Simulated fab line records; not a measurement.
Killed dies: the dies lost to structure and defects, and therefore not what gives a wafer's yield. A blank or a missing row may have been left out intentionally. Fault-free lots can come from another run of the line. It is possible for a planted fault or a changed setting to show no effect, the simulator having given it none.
What tool caused it? | flow n5Finfet | 8 lots with 24 wafers sampled at 2 steps, on a route of 1938 steps

== WHAT THE GAUGES SHOWED, per wafer ==
N5_FIN_SAQP_THK_MEAS_07.
lot  | measured    | on           | thkNm (nm)
L199 | day 2 15:17 | filmMetro-01 | 59.4 59.9 60.1
L200 | day 2 21:23 | filmMetro-02 | 58.0 59.5 60.2
L201 | day 3 03:16 | filmMetro-01 | 60.9 59.9 60.5
L202 | day 3 09:17 | filmMetro-02 | 44.4 60.1 59.9
L206 | day 4 09:49 | filmMetro-01 | 60.0 60.1 61.5
L207 | day 4 15:27 | filmMetro-02 | 44.4 59.4 60.2
L217 | day 7 03:42 | filmMetro-02 | 59.8 58.9 59.7
L218 | day 7 08:49 | filmMetro-01 | 59.8 59.0 58.7

== WHICH TOOL RAN EACH LOT (tool, then ch and the chambers of the sampled wafers, then the start) ==
lot  | N5_FIN_SAQP_PECVD_06
L199 | pecvd-04 ch 0,2, day 2 15:11
L200 | pecvd-03 ch 0,1, day 2 21:16
L201 | pecvd-03 ch 0,1,2, day 3 03:12
L202 | pecvd-03 ch 0,1,2, day 3 09:12
L206 | pecvd-02 ch 0,2, day 4 09:44
L207 | pecvd-03 ch 1,2, day 4 15:20
L217 | pecvd-03 ch 1,2, day 7 03:37
L218 | pecvd-04 ch 0,1,2, day 7 08:44
- N5_FIN_SAQP_PECVD_06: deposits a-Si from SiH4/He, target thk 60 nm, time 48.1 s.

== THE ANSWER, worked out from the rows above alone ==
Rule: usual is defined by the lots themselves. Put in order of their means at a reading, lots are off if they are a third of the lots or fewer, leave a main group of 4 or more, and stand apart from it by a gap of 3 or more times the standard deviation of the main group's means; of several such gaps the widest counts. The tables above print the reading to a certain number of digits; a main group whose means all agree to those digits is not used. Also off: a lot with no number at a reading for which 4 or more lots have one. Where the step has rows for the other lots, those lots are counted as sound.
Off, at N5_FIN_SAQP_THK_MEAS_07 on thkNm: L202, L207. For the main group the mean is 59.8 nm and the standard deviation 0.54.
If a tool, at a process step before that reading, ran all the lots that are off and no sound lot after the first of them, it fits. Those tools and the gauges at N5_FIN_SAQP_THK_MEAS_07 are tried in the same way. Of those tried, none fits.

== WHAT THE SIMULATOR HAD INSERTED ==
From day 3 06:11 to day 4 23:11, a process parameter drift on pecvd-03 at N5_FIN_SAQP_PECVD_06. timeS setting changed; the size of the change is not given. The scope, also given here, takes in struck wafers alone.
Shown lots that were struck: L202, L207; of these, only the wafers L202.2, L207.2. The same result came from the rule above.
